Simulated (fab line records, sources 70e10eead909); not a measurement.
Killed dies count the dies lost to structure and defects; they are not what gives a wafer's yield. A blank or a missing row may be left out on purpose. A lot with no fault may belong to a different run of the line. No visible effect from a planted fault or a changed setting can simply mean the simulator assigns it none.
Chamber matching / flow nand harc / NHARC_A_CONTACT_ETCH_31 on rie diel-05 has 4 sister chambers
The step etches the open film in O2/COS, target depth 2000 nm, time 520 s. 4 wafers are shown with their chamber, then 7 later ones without.

WAFERS, EACH WITH ITS CHAMBER
wafer=L156.6; chamber=3; showerhead plenum p Torr (Torr)=3.01
wafer=L159.5; chamber=1; showerhead plenum p Torr (Torr)=2.99
wafer=L158.1; chamber=0; showerhead plenum p Torr (Torr)=2.91
wafer=L158.3; chamber=2; showerhead plenum p Torr (Torr)=3.32

WAFERS MISSING THEIR CHAMBER
wafer=L158.5; showerhead plenum p Torr (Torr)=2.91
wafer=L166.1; showerhead plenum p Torr (Torr)=3.32
wafer=L166.3; showerhead plenum p Torr (Torr)=2.91
wafer=L166.6; showerhead plenum p Torr (Torr)=3.32
wafer=L169.1; showerhead plenum p Torr (Torr)=3.00
wafer=L169.3; showerhead plenum p Torr (Torr)=2.98
wafer=L169.6; showerhead plenum p Torr (Torr)=2.98

CHAMBER TAKEN BY EACH
wafer=L158.5; from the rows above=0; in truth=0
wafer=L166.1; from the rows above=2; in truth=2
wafer=L166.3; from the rows above=0; in truth=0
wafer=L166.6; from the rows above=2; in truth=2
wafer=L169.1; from the rows above=can't be placed: 1 or 3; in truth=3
wafer=L169.3; from the rows above=1; in truth=1
wafer=L169.6; from the rows above=1; in truth=1
Correctly placed: 6 of 7. These rows do not allow placing 1 (true chamber among the candidates in 1). Wrongly placed: 0.
How it was worked out, from the rows above alone: a wafer's distance from a chamber is the root of the sum, over the readings, of the square of ((its reading less the chamber's mean) divided by the reading's scatter). If the next closest chamber is less than 2 further off than the closest, the wafer can't be placed; otherwise it belongs to the closest. A chamber's mean is the mean of its shown wafers. The scatter (one wafer shown for each chamber): square how far every hidden wafer sits from the nearest shown wafer, average those squares and take the square root.
